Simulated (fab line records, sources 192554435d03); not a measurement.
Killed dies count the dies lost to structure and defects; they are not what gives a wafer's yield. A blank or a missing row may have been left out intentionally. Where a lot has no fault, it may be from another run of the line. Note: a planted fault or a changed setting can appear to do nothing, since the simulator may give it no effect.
Struck lot and sound lot, side by side	flow n5-finfet	15 steps out of a route of 1938
Sound: the wafers L110.4, L110.5, L110.6. Wafers struck: L118.2, L118.5. The cause is given at the end.
For every step that has rows: the tool of each side, followed by ch and its chambers, followed by its first start. Under that, the readings that differ: sound wafers	struck wafers	difference of the means	sigmas: that difference in standard deviations of wafers without a fault.
alike: same words and numbers on both sides, and readings whose means sit less than 2 such deviations apart. not compared: any withheld reading, any reading some wafer has no value for, any bound like >300 that may hide the same value, and any number with overlapping values for which the record gives no deviation.
A row with sigmas, a row that says differs or no value, or rows on one side alone: a step with any of these is where the two part. When numbers do not overlap yet have no deviation, they are printed without sigmas and do not part them. A reading that every wafer of one side lacks parts them only if that side has two wafers or more.

N5_BEOL_M6_STRIP_80: strips in N2/H2, time 10 s.
  sound: rie-diel-01 ch 2,3; struck: rie-diel-01 ch 3
  alike: drypump-motor-current-A, oes-product-au, rf-vpp-V, showerhead-plenum-p-Torr, throttle-valve-pct
  not compared: rf-hours-counter-h
N5_BEOL_M6_OCD_MEAS_38:
  sound: ocd-01 at day 10 13:40; struck: ocd-01 at day 13 11:16
  alike: trench-depth-nm
then, 4 steps without rows for these wafers: N5_BEOL_M6_HM_STRIP_39 (strips TiN in peroxide tin strip, target depth 25 nm, time 158 s); N5_BEOL_M6_SRD_40 (time 30 s); N5_BEOL_M6_PRECLEAN_42 (cleans in residue remover, time 60 s); N5_BEOL_M6_SRD_43 (time 30 s).
N5_BEOL_M6_CD_MEAS_35: target cd 40 nm, target cd y 28 nm.
  sound: cd-sem-02 at day 10 13:49; struck: cd-sem-02 at day 13 11:26
  alike: cd-nm
N5_BEOL_M6_CURE_75: cures SiCOH lowk, time 120 s.
  sound on uv-cure-01 ch 2, day 10 14:01; struck on uv-cure-01 ch 1, day 13 11:37
  alike: lamp-power-pct, wafer_temp_C_max
N5_BEOL_M6_DEGAS_44: time 60 s.
  sound: pvd-sputter-01 at day 10 14:11; struck: pvd-sputter-02 at day 13 11:53
  alike: heater-power-w
then, 1 step without rows for these wafers: N5_BEOL_M6_PRE_CLEAN_45 (time 30 s).
N5_BEOL_M6_ALD_77: deposits TaN, target thk 2 nm, pulse time 2 s, purge time 3 s.
  sound on ald-metal-04 ch 2,3, day 10 14:17; struck on ald-metal-03 ch 2, day 13 11:59
  alike: heater-power-outer-w, heater-power-w
after that, 1 step had no rows for these wafers: N5_BEOL_M6_SURFACE_TREAT_79.
N5_BEOL_M6_CVD_78: deposits Co from CCTBA/H2, target thk 2 nm, time 142.3 s.
  sound on cvd-co-01 ch 0,1,2, day 10 14:40; struck on cvd-co-02 ch 0,1, day 13 12:28
reading	sound	struck	difference	sigmas
run-length-s (s)	165.2 164.6 164.8	107.2 107.7	-57.4	-99 or more
N5_BEOL_M6_SPUTTER_48: material Cu, target thk 10 nm, time 1.667 s.
  sound: pvd-sputter-01 at day 10 14:44; struck: pvd-sputter-03 at day 13 12:37
  alike: bias-v, throttle-valve-pct
-- here the record skips 4 days between the struck wafers' starts before and after, leaving off in module BEOL_M6 and picking up in module PASSIVATION (first step shown: number 1936 of the route) --
N5_PASSIVATION_PROBE_49:
  the record has rows for the struck wafers here (prober-01, day 17 11:37) and none for the sound ones

== WHERE THEY PART ==
At N5_BEOL_M6_CVD_78 first; at N5_PASSIVATION_PROBE_49 last (within this record only).

WHY: what had been put in by the simulator
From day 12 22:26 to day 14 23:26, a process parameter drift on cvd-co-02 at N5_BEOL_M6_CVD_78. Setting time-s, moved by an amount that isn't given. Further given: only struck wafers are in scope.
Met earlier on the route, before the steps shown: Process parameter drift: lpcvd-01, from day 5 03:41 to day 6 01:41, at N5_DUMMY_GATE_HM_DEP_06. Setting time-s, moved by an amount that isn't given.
